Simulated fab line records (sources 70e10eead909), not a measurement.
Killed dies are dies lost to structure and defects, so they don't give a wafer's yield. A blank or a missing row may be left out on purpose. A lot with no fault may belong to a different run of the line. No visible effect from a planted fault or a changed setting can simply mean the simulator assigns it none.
Comparing a struck lot with a sound one :: flow nandHarc :: 23 steps out of a route of 1302
Sound: wafers L610.1, L610.4, L610.5. Wafers L626.1, L626.5, L626.6 were the ones struck. The cause comes at the end.
Per side, at each step with rows, come the tool, then ch with its chambers, and then its first start. Under that, the readings that differ: sound wafers :: struck wafers :: difference of the means :: sigmas: that difference in standard deviations of wafers without a fault.
alike: a reading whose means differ by less than 2 such deviations, as well as words and numbers matching on both sides. not compared: withheld readings; readings where some wafer has no value; bounds like >300 that might hide an equal value; numbers whose values overlap and for which the record gives no deviation.
Wherever a step has rows on one side only, a row that says differs or no value, or a row with sigmas, the two part there. Numbers that don't overlap but have no deviation are shown without sigmas and don't part them. Lack of a reading on every wafer of one side parts them only where that side has two or more wafers.

NHARC_P_CONTACT_DEP_00: deposits SiO2, target thk 500 nm.
  sound: pecvd-01 ch 0,2; struck: pecvd-04 ch 0,1,2
  alike: heaterPowerW, throttleValvePct
NHARC_P_CONTACT_CMP_01: polishes SiO2, target thk 200 nm.
  sound on cmp-04 ch 0,2, day 7 22:13; struck on cmp-03 ch 0,1,2, day 14 13:09
  alike: motorCurrentA
  not compared: padLifeWafers
then, 9 steps without rows for these wafers: NHARC_P_CONTACT_SRD_03; NHARC_P_CONTACT_DEHYDRATE_04 (time 120 s); NHARC_P_CONTACT_HMDS_05 (time 30 s); NHARC_P_CONTACT_COAT_33 (time 75 s); NHARC_P_CONTACT_COAT_34 (time 65 s); NHARC_P_CONTACT_COAT_06 (resist thk 90 nm); NHARC_P_CONTACT_SOFTBAKE_07 (time 55 s); NHARC_P_CONTACT_EBR_08; NHARC_P_CONTACT_EXPOSE_09 (exposes mask P CA, target cd 90 nm).
NHARC_P_CONTACT_PEB_10: peb time 65 s.
  sound on lithoTrack-04 ch 0, day 7 22:56; struck on lithoTrack-01 ch 0, day 14 13:41
then, 1 step without rows for these wafers: NHARC_P_CONTACT_DEVELOP_11 (develop time 35 s).
NHARC_P_CONTACT_CD_MEAS_12 targets a cd of 90 nm.
  sound on cdSem-02 ch 0, day 7 23:01; struck on cdSem-02 ch 0, day 14 13:46
reading: cdNm (nm)
sound: 89.7 89.9 90.2
struck: 97.4 97.3 95.9
difference: +6.9
sigmas: +9
NHARC_P_CONTACT_OVL_MEAS_13:
  sound on overlay-02 at day 7 23:07; struck on overlay-01 at day 14 13:52
  alike: overlayXNm, overlayYNm
NHARC_P_CONTACT_INSPECT_14:
  sound on defectInspect-01 at day 7 23:09; struck on defectInspect-01 at day 14 13:54
  alike: rawDefectCount
NHARC_P_CONTACT_DESCUM_17: chemistry O2, time 3 s.
  sound on rieDiel-06 ch 0,3, day 7 23:14; struck on rieDiel-06 ch 1,2, day 14 13:58
reading: model.P_CONTACT.cdNm (nm)
sound: 88.99 89.51 89.18
struck: 96.37 96.77 95.75
difference: +7.07
sigmas: 
  alike: drypumpMotorCurrentA, mfcArSccm, oesProductAu, rfVppV, showerheadPlenumPTorr, throttleValvePct
  not compared: rfHoursCounterH
NHARC_P_CONTACT_ETCH_35: etches the open film in CF4, target depth 39 nm, time 65 s.
  sound on rieDiel-06 ch 0,2,3, day 7 23:20; struck on rieDiel-06 ch 2,3, day 14 14:03
  alike: drypumpMotorCurrentA, mfcArSccm, oesProductAu, rfVppV, showerheadPlenumPTorr, throttleValvePct
  not compared: rfHoursCounterH
NHARC_P_CONTACT_ETCH_36: etches the open film in N2/H2, target depth 260 nm, time 406.25 s.
  sound: rieDiel-06 ch 0,2,3; struck: rieDiel-06 ch 2,3
  alike: drypumpMotorCurrentA, mfcArSccm, oesProductAu, rfVppV, showerheadPlenumPTorr, throttleValvePct
  not compared: rfHoursCounterH
NHARC_P_CONTACT_ETCH_18: etches the open film in C4F8/O2/Ar, target depth 481 nm, time 240.5 s.
  sound: rieDiel-06 ch 0,2,3; struck: rieDiel-06 ch 0,2,3
reading: oesProductAu (a.u.)
sound: 0.902 0.926 0.918
struck: 0.966 0.962 0.970
difference: +0.051
sigmas: +2
  alike: rfVppV
  not compared: rfHoursCounterH
then, 1 step without rows for these wafers: NHARC_P_CONTACT_STRIP_37 (strips in C4F8/O2/Ar).
NHARC_P_CONTACT_ETCH_31: etches the open film in CH3F/O2, target depth 30 nm, time 85.7 s.
  sound: rieDiel-06 ch 0,2; struck: rieDiel-06 ch 0,2,3
reading: model.P_CONTACT.cdNm (nm)
sound: 85.44 88.22 87.15
struck: 97.38 98.7 96.06
difference: +10.44
sigmas: 
  alike: drypumpMotorCurrentA, mfcArSccm, oesProductAu, rfVppV, showerheadPlenumPTorr, throttleValvePct
  not compared: rfHoursCounterH
NHARC_P_CONTACT_CD_MEAS_19:
  sound on cdSem-03 at day 8 00:14; struck on cdSem-03 at day 14 14:50
reading: cdNm (nm)
sound: 85.3 88.2 87.3
struck: 97.5 99.1 96.4
difference: +10.7
sigmas: +5

## WHERE THEY PART
First at NHARC_P_CONTACT_CD_MEAS_12; last, within this record, at NHARC_P_CONTACT_CD_MEAS_19.

WHY: what the simulator had put in
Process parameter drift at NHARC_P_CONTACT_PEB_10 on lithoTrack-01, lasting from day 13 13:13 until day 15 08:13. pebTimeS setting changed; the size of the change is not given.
